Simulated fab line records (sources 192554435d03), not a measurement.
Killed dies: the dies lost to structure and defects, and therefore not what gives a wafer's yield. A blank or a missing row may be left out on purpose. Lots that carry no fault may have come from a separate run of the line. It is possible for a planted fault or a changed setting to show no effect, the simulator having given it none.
Matching of chambers | flow n5-finfet | N5_GATE_CUT_PECVD_57 on pecvd-02 has 3 sister chambers
The step deposits SiNx from SiH4/NH3/N2, target thk 21 nm. 6 wafers are shown with their chamber, then 12 later ones without.

== WAFERS WITH THEIR CHAMBER ==
wafer  | chamber | showerhead-plenum-p-Torr (Torr) | throttle-valve-pct (%)
L082.3 | 2       | 5.03                            | 38.0
L082.4 | 1       | 5.28                            | 41.9
L082.6 | 2       | 5.03                            | 38.2
L083.2 | 0       | 5.10                            | 41.7
L083.4 | 0       | 5.09                            | 41.7
L083.5 | 1       | 5.27                            | 41.6

== WAFERS WITH NO CHAMBER GIVEN ==
wafer  | showerhead-plenum-p-Torr (Torr) | throttle-valve-pct (%)
L086.1 | 5.29                            | 41.7
L086.3 | 5.03                            | 38.3
L086.4 | 5.09                            | 41.4
L091.1 | 5.29                            | 41.9
L091.2 | 5.09                            | 41.8
L091.3 | 5.03                            | 38.7
L091.4 | 5.29                            | 41.9
L091.5 | 5.09                            | 41.4
L091.6 | 5.02                            | 38.5
L095.1 | 5.09                            | 41.7
L095.3 | 5.09                            | 41.5
L095.4 | 5.02                            | 38.8

== EACH ONE'S CHAMBER ==
wafer  | from the rows above | in truth
L086.1 | 1                   | 1
L086.3 | 2                   | 2
L086.4 | 0                   | 0
L091.1 | 1                   | 1
L091.2 | 0                   | 0
L091.3 | 2                   | 2
L091.4 | 1                   | 1
L091.5 | 0                   | 0
L091.6 | 2                   | 2
L095.1 | 0                   | 0
L095.3 | 0                   | 0
L095.4 | 2                   | 2
Correctly placed: 12 of 12. From these rows, 0 cannot be placed. Wrongly placed: 0.
How it was worked out, from the rows above alone: a wafer's distance from a chamber is the root of the sum, over the readings, of the square of ((its reading less the chamber's mean) divided by the reading's scatter). The wafer belongs to the nearest chamber; if the next one is less than 2 further off, it can't be placed. A chamber's mean is the mean of its shown wafers. The scatter: take each reading less its chamber's mean, square it, sum over the shown wafers, divide by the number of wafers less the number of chambers, and take the root.
